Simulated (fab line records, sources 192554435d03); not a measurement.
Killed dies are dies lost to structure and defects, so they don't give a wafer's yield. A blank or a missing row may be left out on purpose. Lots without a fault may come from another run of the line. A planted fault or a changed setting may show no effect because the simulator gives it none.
Split-lot experiment | flow n5_finfet | 7 lots, 39 wafers read, on a route of 1938 steps

THE SPLIT
At N5_DUMMY_GATE_ETCH_44 (etches poly-Si in HBr/O2, stops on SiO2, target depth 127.5 nm), the setting target_depth_a was moved away from the recipe's 1275 angstrom on 18 of the 39 wafers read, by -12.5% to +12.9%. The other wafers ran this setting at the recipe's value.

The reading is taken at the split's own step.

THE READING
oes_product_au, in a.u., at N5_DUMMY_GATE_ETCH_44 (etches poly-Si in HBr/O2, stops on SiO2, target depth 127.5 nm). Fault-free wafers of this fab line usually give 0.721 a.u., standard deviation 0.011 a.u..

wafer  | tool, chamber at the split | target_depth_a as run, angstrom | against the recipe | oes_product_au, a.u. | against lot-mates on the recipe
L074.1 | rie_si-05, 1               | 1275                            | recipe             | 0.712                | -
L074.2 | rie_si-05, 3               | 1275                            | recipe             | 0.737                | -
L074.3 | rie_si-05, 2               | 1185                            | -7.1%              | 0.749                | +0.026
L074.4 | rie_si-05, 0               | 1185                            | -7.1%              | 0.738                | +0.015
L074.5 | rie_si-05, 1               | 1185                            | -7.1%              | 0.730                | +0.007
L074.6 | rie_si-05, 0               | 1275                            | recipe             | 0.719                | -
L075.1 | rie_si-05, 2               | 1275                            | recipe             | 0.723                | -
L075.4 | rie_si-05, 3               | 1275                            | recipe             | 0.743                | -
L075.6 | rie_si-05, 2               | 1275                            | recipe             | 0.724                | -
L080.1 | rie_si-02, 2               | 1126                            | -11.7%             | 0.777                | +0.058
L080.2 | rie_si-02, 3               | 1275                            | recipe             | 0.716                | -
L080.3 | rie_si-02, 0               | 1275                            | recipe             | 0.734                | -
L080.4 | rie_si-02, 1               | 1126                            | -11.7%             | 0.762                | +0.043
L080.5 | rie_si-02, 3               | 1275                            | recipe             | 0.708                | -
L080.6 | rie_si-02, 2               | 1126                            | -11.7%             | 0.773                | +0.054
L081.1 | rie_si-02, 0               | 1275                            | recipe             | 0.731                | -
L081.2 | rie_si-02, 3               | 1275                            | recipe             | 0.711                | -
L081.3 | rie_si-02, 1               | 1275                            | recipe             | 0.716                | -
L081.4 | rie_si-02, 2               | 1439                            | +12.9%             | 0.684                | -0.035
L081.5 | rie_si-02, 3               | 1439                            | +12.9%             | 0.676                | -0.043
L081.6 | rie_si-02, 0               | 1439                            | +12.9%             | 0.681                | -0.038
L082.1 | rie_si-05, 1               | 1275                            | recipe             | 0.697                | -
L082.2 | rie_si-05, 2               | 1275                            | recipe             | 0.721                | -
L082.3 | rie_si-05, 0               | 1439                            | +12.9%             | 0.674                | -0.034
L082.4 | rie_si-05, 2               | 1439                            | +12.9%             | 0.681                | -0.027
L082.5 | rie_si-05, 0               | 1275                            | recipe             | 0.706                | -
L082.6 | rie_si-05, 1               | 1439                            | +12.9%             | 0.666                | -0.042
L089.1 | rie_si-02, 2               | 1275                            | recipe             | 0.726                | -
L089.2 | rie_si-02, 3               | 1362                            | +6.8%              | 0.696                | -0.030
L089.3 | rie_si-02, 1               | 1362                            | +6.8%              | 0.695                | -0.031
L089.4 | rie_si-02, 0               | 1275                            | recipe             | 0.727                | -
L089.5 | rie_si-02, 2               | 1275                            | recipe             | 0.725                | -
L089.6 | rie_si-02, 3               | 1362                            | +6.8%              | 0.693                | -0.033
L090.1 | rie_si-02, 3               | 1275                            | recipe             | 0.718                | -
L090.2 | rie_si-02, 1               | 1275                            | recipe             | 0.723                | -
L090.3 | rie_si-02, 0               | 1115                            | -12.5%             | 0.779                | +0.059
L090.4 | rie_si-02, 2               | 1115                            | -12.5%             | 0.775                | +0.055
L090.5 | rie_si-02, 1               | 1115                            | -12.5%             | 0.767                | +0.047
L090.6 | rie_si-02, 2               | 1275                            | recipe             | 0.718                | -

THE FIT
A straight line over all 39 wafers: oes_product_au changes by -0.00372 a.u. for each +1% of target_depth_a; r = -0.95; the points scatter about the line by 0.0096 a.u..
The same after taking each lot's own level away (the mean of its wafers on the recipe; 39 wafers): -0.00354 a.u. for each +1%; r = -0.94; scatter 0.0095 a.u..
On that fit, the largest move of target_depth_a shifts the reading by 0.046 a.u..
The lots' own levels span 0.7080 to 0.7300 a.u., that is 2.0 times the standard deviation above.
So the lot-to-lot level changes the slope little: the two slopes agree.
Check: with one of the wafers moved furthest among these (+12.9%) left out of the fit, the line predicts -0.0448 a.u. for it against its lot-mates. It came out at -0.0353 a.u. against them.
Tool readings at the split's step, against how far the setting was moved: oes_product_au r = -0.95.

OTHER SPLITS ON THESE WAFERS
These wafers also went through other splits before the reading. Each is held against what the fit with the lots' levels taken away leaves over:
other split on the same wafers       | wafers away from the commonest value | r with oes_product_au (lot level and that fit taken away)
N5_DUMMY_GATE_EXPOSE_12 dose_mj      | 15                                   | +0.27
N5_DUMMY_GATE_ETCH_31 target_depth_a | 12                                   | +0.17

THE FILE'S OWN FIT
oes_product_au changes by -0.00353 a.u. for each +1% of target_depth_a, r = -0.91.
